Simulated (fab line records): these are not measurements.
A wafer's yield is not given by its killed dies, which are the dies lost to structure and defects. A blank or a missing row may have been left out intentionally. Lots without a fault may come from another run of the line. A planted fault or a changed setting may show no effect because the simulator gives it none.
Split-lot trial || flow n5Finfet || route with 1938 steps; 7 lots, 21 wafers read

== SPLIT DETAILS ==
At N5_WELL_APT_EXPOSE_22 (exposes mask PWELL, defocus 0 nm, target cd 200 nm), the setting doseMj was moved away from the recipe's 23.2 on 11 of the 21 wafers read, by -5.3% to +6.2%. This setting was run at the recipe's value on the other wafers.

== FROM THE SPLIT TO THE READING: what the file shows between them, 3 steps ==
- N5_WELL_APT_PEB_23: peb time 90 s
- N5_WELL_APT_DEVELOP_24: develop time 45 s
- N5_WELL_APT_HARDBAKE_29: time 120 s

== THE READING ==
At N5_WELL_APT_CD_MEAS_25: cdNm in nanometres, against a target cd of 200 nm. Fault-free wafers of this fab line usually give 200.8 nm, standard deviation 2 nm.

{"wafer": "L075.1", "tool, chamber at the split": "krfScanner-02, 0", "doseMj as run": 24.65, "against the recipe": "+6.2%", "cdNm, nm": 206.5, "against lot-mates on the recipe": "+9.9"}
{"wafer": "L075.5", "tool, chamber at the split": "krfScanner-02, 0", "doseMj as run": 23.2, "against the recipe": "recipe", "cdNm, nm": 197.7, "against lot-mates on the recipe": "-"}
{"wafer": "L075.6", "tool, chamber at the split": "krfScanner-02, 0", "doseMj as run": 23.2, "against the recipe": "recipe", "cdNm, nm": 195.6, "against lot-mates on the recipe": "-"}
{"wafer": "L076.1", "tool, chamber at the split": "krfScanner-02, 0", "doseMj as run": 22.71, "against the recipe": "-2.1%", "cdNm, nm": 199.2, "against lot-mates on the recipe": -2.2}
{"wafer": "L076.3", "tool, chamber at the split": "krfScanner-02, 0", "doseMj as run": 23.2, "against the recipe": "recipe", "cdNm, nm": 201.4, "against lot-mates on the recipe": "-"}
{"wafer": "L076.6", "tool, chamber at the split": "krfScanner-02, 0", "doseMj as run": 22.71, "against the recipe": "-2.1%", "cdNm, nm": 200.6, "against lot-mates on the recipe": -0.8}
{"wafer": "L078.4", "tool, chamber at the split": "krfScanner-02, 0", "doseMj as run": 23.2, "against the recipe": "recipe", "cdNm, nm": 200.4, "against lot-mates on the recipe": "-"}
{"wafer": "L078.5", "tool, chamber at the split": "krfScanner-02, 0", "doseMj as run": 22.3, "against the recipe": "-3.9%", "cdNm, nm": 193.1, "against lot-mates on the recipe": -7.3}
{"wafer": "L078.6", "tool, chamber at the split": "krfScanner-02, 0", "doseMj as run": 22.3, "against the recipe": "-3.9%", "cdNm, nm": 194.6, "against lot-mates on the recipe": -5.8}
{"wafer": "L081.2", "tool, chamber at the split": "krfScanner-01, 0", "doseMj as run": 23.2, "against the recipe": "recipe", "cdNm, nm": 199.8, "against lot-mates on the recipe": "-"}
{"wafer": "L081.4", "tool, chamber at the split": "krfScanner-01, 0", "doseMj as run": 23.2, "against the recipe": "recipe", "cdNm, nm": 205.4, "against lot-mates on the recipe": "-"}
{"wafer": "L081.5", "tool, chamber at the split": "krfScanner-01, 0", "doseMj as run": 23.2, "against the recipe": "recipe", "cdNm, nm": 202.8, "against lot-mates on the recipe": "-"}
{"wafer": "L085.1", "tool, chamber at the split": "krfScanner-02, 0", "doseMj as run": 22.28, "against the recipe": "-4.0%", "cdNm, nm": 194.8, "against lot-mates on the recipe": -8.0}
{"wafer": "L085.3", "tool, chamber at the split": "krfScanner-02, 0", "doseMj as run": 22.28, "against the recipe": "-4.0%", "cdNm, nm": 189.7, "against lot-mates on the recipe": -13.1}
{"wafer": "L085.5", "tool, chamber at the split": "krfScanner-02, 0", "doseMj as run": 23.2, "against the recipe": "recipe", "cdNm, nm": 202.8, "against lot-mates on the recipe": "-"}
{"wafer": "L090.1", "tool, chamber at the split": "krfScanner-01, 0", "doseMj as run": 22.6, "against the recipe": "-2.6%", "cdNm, nm": 196.5, "against lot-mates on the recipe": -0.2}
{"wafer": "L090.4", "tool, chamber at the split": "krfScanner-01, 0", "doseMj as run": 23.2, "against the recipe": "recipe", "cdNm, nm": 196.7, "against lot-mates on the recipe": "-"}
{"wafer": "L090.5", "tool, chamber at the split": "krfScanner-01, 0", "doseMj as run": 22.6, "against the recipe": "-2.6%", "cdNm, nm": 195.0, "against lot-mates on the recipe": -1.7}
{"wafer": "L095.1", "tool, chamber at the split": "krfScanner-02, 0", "doseMj as run": 23.2, "against the recipe": "recipe", "cdNm, nm": 202.1, "against lot-mates on the recipe": "-"}
{"wafer": "L095.2", "tool, chamber at the split": "krfScanner-02, 0", "doseMj as run": 21.96, "against the recipe": "-5.3%", "cdNm, nm": 189.0, "against lot-mates on the recipe": -13.1}
{"wafer": "L095.3", "tool, chamber at the split": "krfScanner-02, 0", "doseMj as run": 21.96, "against the recipe": "-5.3%", "cdNm, nm": 187.7, "against lot-mates on the recipe": -14.4}

THE FIT
A straight line over all 21 wafers: cdNm changes by +1.65 nm for each +1% of doseMj; r = +0.84; the points scatter about the line by 2.9 nm.
The same after taking each lot's own level away (the mean of its wafers on the recipe; 21 wafers): +1.98 nm for each +1%; r = +0.90; scatter 2.6 nm.
Per that fit: largest doseMj move, reading shift of 12 nm.
The lots' own levels span 196.65 to 202.80 nm, that is 3.1 times the standard deviation above.
Hence the slope depends on the lot-to-lot level, as the two fits are not the same.
Check: with one of the wafers moved furthest among these (+6.2%) left out of the fit, the line predicts +14.8 nm for it against its lot-mates. It came out at +9.85 nm against them.

== OTHER SPLITS ON THESE WAFERS ==
Other splits were also applied to these wafers ahead of the reading. Each is held against what the fit with the lots' levels taken away leaves over:
{"other split on the same wafers": "N5_WELL_APT_COAT_19 spinRpm", "wafers away from the commonest value": 7, "r with cdNm (lot level and that fit taken away)": "+0.12"}

== THE WHOLE CHAIN: every reading that the file lists as answering this split, in the file's order ==
{"step": "N5_WELL_APT_CD_MEAS_25", "what it does": "target cd 200 nm", "reading": "cdNm", "change (the file's fit)": "+1.9 nm for each +1% of the setting", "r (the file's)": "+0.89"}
{"step": "N5_WELL_APT_DESCUM_30", "what it does": "chemistry O2, time 7.9 s", "reading": "WELL_APT.cdNm (the simulator's own value, which no gauge read)", "change (the file's fit)": "+1.9 nm for each +1% of the setting", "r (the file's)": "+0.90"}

== THE FILE'S OWN FIT ==
cdNm changes by +1.9 nm for each +1% of doseMj, r = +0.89.
